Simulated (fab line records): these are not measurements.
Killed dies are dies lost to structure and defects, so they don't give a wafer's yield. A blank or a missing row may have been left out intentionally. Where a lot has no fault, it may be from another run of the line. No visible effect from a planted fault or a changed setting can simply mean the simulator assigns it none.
Chamber matching ; flow n5Finfet ; 3 sister chambers for N5_BEOL_M0_SAQP_HM_DEP_111 on pecvd-03
The step deposits SiO2 from SiH4/N2O, target thk 12 nm, time 7.2 s. 18 wafers are shown with their chamber, then 9 later ones without.

## WAFERS, EACH WITH ITS CHAMBER
wafer;chamber;showerheadPlenumPTorr (Torr);heaterPowerOuterW (W);heaterPowerW (W)
L077.2;2;8.38;493;747
L077.3;1;7.96;403;644
L077.4;1;7.96;407;667
L083.2;1;7.98;374;616
L083.5;2;8.37;458;705
L083.6;0;7.97;398;713
L085.1;2;8.38;498;749
L085.4;1;7.98;398;665
L085.5;0;7.97;468;800
L089.1;1;7.98;388;654
L089.4;1;7.97;397;637
L089.6;0;7.98;400;694
L092.2;1;7.98;397;651
L092.4;0;7.94;391;723
L092.6;2;8.37;527;801
L093.2;0;7.97;446;782
L093.3;1;7.98;368;617
L093.5;0;7.95;444;777

SIGNATURES (averages over the wafers above)
reading;chamber 0;chamber 1;chamber 2;scatter within a chamber
showerheadPlenumPTorr;7.9633;7.9737;8.3750;0.011
heaterPowerOuterW;424.50;391.50;494.00;24.4
heaterPowerW;748.17;643.88;750.50;33.4
Rule: a wafer lies at a distance from a chamber equal to the root of the sum of squares, over the readings, of (its reading less the chamber's mean, divided by the reading's scatter). If the next closest chamber is less than 2 further off than the closest, the wafer can't be placed; otherwise it belongs to the closest. How the scatter is found: for the shown wafers, subtract from each reading the mean of its chamber, square and add these, divide the total by (wafers less chambers), then take the root.

## WAFERS MISSING THEIR CHAMBER
wafer;showerheadPlenumPTorr (Torr);heaterPowerOuterW (W);heaterPowerW (W)
L094.1;8.38;550;832
L094.5;7.99;404;662
L094.6;7.96;388;721
L095.1;7.96;455;729
L095.2;7.98;483;830
L095.5;8.36;496;766
L096.2;7.98;452;788
L096.4;8.38;542;830
L096.6;7.99;404;659

## THE CHAMBER EACH PASSED THROUGH
wafer;from the rows above;in truth
L094.1;2;2
L094.5;can't be placed: 1 or 0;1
L094.6;can't be placed: 0 or 1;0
L095.1;0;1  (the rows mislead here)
L095.2;0;0
L095.5;2;2
L096.2;0;0
L096.4;2;2
L096.6;1;1
Correct placement for 6 of the 9. Unplaceable from these rows: 2, with the true chamber sitting among the candidates in 2. 1 placed wrongly.
